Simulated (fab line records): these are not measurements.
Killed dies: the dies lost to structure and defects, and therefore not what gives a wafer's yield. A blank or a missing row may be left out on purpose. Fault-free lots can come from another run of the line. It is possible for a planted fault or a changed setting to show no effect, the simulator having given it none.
Code-filled problem report in 8D (eight disciplines) form / flow nand-harc / the parts of the form that need people (team, actions taken, sign-off) are left out

1. WHAT WENT WRONG
Wafers without a fault read 150.0 sccm, standard deviation 0.41; h2-flow-sccm at NHARC_A_CONTACT_ETCH_49 reads a mean of 74.7 sccm on 6 wafers belonging to 2 lots. That is -99 or more standard deviations from the usual mean.
The step: etches the open film in N2/H2, target depth 260 nm, time 475.3 s.
First seen on wafer L379.1, day 20 11:10, on rie-diel-13. The record holds 36 wafers of 12 lots with a number at this step. By rule, "out" or "out of limits" means more than 4 standard deviations away from the usual mean. The rest of the wafers with a number are treated as sound.

2. WHAT IT IS; WHAT IT IS NOT
question=which readings at this step | is=h2-flow-sccm, throttle-valve-pct | is not=drypump-motor-current-A, oes-product-au, rf-vpp-V
question=which lots | is=L378, L379 | is not=L362, L363, L364, L369, L371, L372, L373, L374, L376, L385
question=which wafers of those lots | is=all that have a number | is not=-
question=read on which tools | is=rie-diel-13 | is not=rie-diel-02, rie-diel-05
question=when | is=from day 20 11:10 | is not=up to then (27 sound wafers); but 3 sound wafers of L385 came after

3. SUSPECTS, AND WHAT RULES EACH OUT
Counting: a tool at any process step up to the reading remains a suspect when it ran all the lots that are out and ran no sound lot after the first of those.
- rie-diel-13 at NHARC_A_CONTACT_DESCUM_47 (chemistry O2, time 3 s): kept. Every lot that is out went through it, starting with L379 (day 20 10:58), and after that it ran no sound lot; the last sound lot it ran before then is L374 (day 19 14:33).
- rie-diel-13 at NHARC_A_CONTACT_ETCH_49 (etches the open film in N2/H2, target depth 260 nm, time 475.3 s): kept. Every lot that is out went through it, starting with L379 (day 20 11:10), and after that it ran no sound lot; the last sound lot it ran before then is L374 (day 19 14:46). Its own readings are out on those wafers: h2-flow-sccm, throttle-valve-pct.
Left after counting: rie-diel-13 at NHARC_A_CONTACT_DESCUM_47, rie-diel-13 at NHARC_A_CONTACT_ETCH_49.

4. THE CAUSE (what the simulator had put in)
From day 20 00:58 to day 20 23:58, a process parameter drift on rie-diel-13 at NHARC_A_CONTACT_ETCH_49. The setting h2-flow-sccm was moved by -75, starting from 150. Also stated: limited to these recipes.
Of the 2 suspects that counting leaves, this tool is one.

5. THE EFFECT CHAIN, in route order
Rows list readings where the struck wafers' mean (over those with a number) sits beyond 3 standard deviations from the usual. Scope: only readings with a usual standard deviation given in the record; hours: median across lots of the time from each lot's start at the first step in this table that gives one to its start at this step; sigmas: change in usual standard deviations.
hours=0; step=NHARC_A_CONTACT_ETCH_49; reading=h2-flow-sccm; usual=150.0 sccm; on struck wafers=74.7; change=-75.3; sigmas=-99 or more
hours=0; step=NHARC_A_CONTACT_ETCH_49; reading=showerhead-plenum-p-Torr; usual=1.98 Torr; on struck wafers=1.71; change=-0.27; sigmas=-3.1
hours=0; step=NHARC_A_CONTACT_ETCH_49; reading=throttle-valve-pct; usual=14.171 %; on struck wafers=13.093; change=-1.078; sigmas=-99 or more
Process steps it contains:
- NHARC_A_CONTACT_ETCH_49: etches the open film in N2/H2, target depth 260 nm, time 475.3 s.
Later steps that measure or inspect, where all struck wafers having a row at the step show a number for every such reading and not one has moved that far: NHARC_END_SORT_01.

6. WHAT WOULD HAVE CAUGHT IT SOONER
First out-of-limits reading in this record: day 20 11:10, which is 10 hours after fault onset at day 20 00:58.
